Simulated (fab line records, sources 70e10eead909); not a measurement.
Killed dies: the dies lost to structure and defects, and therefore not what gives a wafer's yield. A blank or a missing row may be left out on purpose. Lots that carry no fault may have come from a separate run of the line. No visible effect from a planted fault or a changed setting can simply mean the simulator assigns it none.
Matching of chambers :: flow nandHarc :: 4 sister chambers for NHARC_A_CHANNEL_FILL_D2_ALD_25 on aldHk-04
The step deposits SiOx, target thk 60 nm, pulse time 10 s, ald cycles 600. 8 wafers are shown with their chamber, then 10 later ones without.

== EACH WAFER AND ITS CHAMBER ==
wafer: L080.6
chamber: 1
heaterPowerW (W): 483
precursorPulseHeightRel: 1.025

wafer: L090.3
chamber: 1
heaterPowerW (W): 471
precursorPulseHeightRel: 0.972

wafer: L090.4
chamber: 3
heaterPowerW (W): 425
precursorPulseHeightRel: 1.011

wafer: L090.5
chamber: 0
heaterPowerW (W): 538
precursorPulseHeightRel: 1.057

wafer: L092.1
chamber: 3
heaterPowerW (W): 436
precursorPulseHeightRel: 0.982

wafer: L092.5
chamber: 2
heaterPowerW (W): 500
precursorPulseHeightRel: 1.018

wafer: L093.1
chamber: 2
heaterPowerW (W): 512
precursorPulseHeightRel: 0.998

wafer: L093.5
chamber: 0
heaterPowerW (W): 542
precursorPulseHeightRel: 1.018

== WAFERS WITHOUT THEIR CHAMBER ==
wafer: L093.6
heaterPowerW (W): 471
precursorPulseHeightRel: 1.001

wafer: L094.2
heaterPowerW (W): 460
precursorPulseHeightRel: 1.019

wafer: L094.3
heaterPowerW (W): 556
precursorPulseHeightRel: 1.011

wafer: L094.5
heaterPowerW (W): 507
precursorPulseHeightRel: 0.972

wafer: L096.1
heaterPowerW (W): 511
precursorPulseHeightRel: 1.025

wafer: L096.3
heaterPowerW (W): 432
precursorPulseHeightRel: 0.998

wafer: L096.5
heaterPowerW (W): 564
precursorPulseHeightRel: 1.006

wafer: L097.2
heaterPowerW (W): 486
precursorPulseHeightRel: 1.008

wafer: L097.4
heaterPowerW (W): 429
precursorPulseHeightRel: 0.992

wafer: L097.6
heaterPowerW (W): 504
precursorPulseHeightRel: 1.001

== WHICH CHAMBER EACH ONE RAN IN ==
wafer: L093.6
from the rows above: 1
in truth: 1

wafer: L094.2
from the rows above: can't be placed: 1 or 3
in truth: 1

wafer: L094.3
from the rows above: 0
in truth: 0

wafer: L094.5
from the rows above: 2
in truth: 2

wafer: L096.1
from the rows above: 2
in truth: 2

wafer: L096.3
from the rows above: 3
in truth: 3

wafer: L096.5
from the rows above: 0
in truth: 0

wafer: L097.2
from the rows above: can't be placed: 1 or 2
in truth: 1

wafer: L097.4
from the rows above: 3
in truth: 3

wafer: L097.6
from the rows above: 2
in truth: 2
Correctly placed: 8 of 10. Unplaceable from these rows: 2, with the true chamber sitting among the candidates in 2. Wrongly placed: 0.
How it was worked out, from the rows above alone: a wafer's distance from a chamber is the root of the sum, over the readings, of the square of ((its reading less the chamber's mean) divided by the reading's scatter). If the next closest chamber is less than 2 further off than the closest, the wafer can't be placed; otherwise it belongs to the closest. A chamber's mean is the mean of its shown wafers. The scatter: take each reading less its chamber's mean, square it, sum over the shown wafers, divide by the number of wafers less the number of chambers, and take the root.
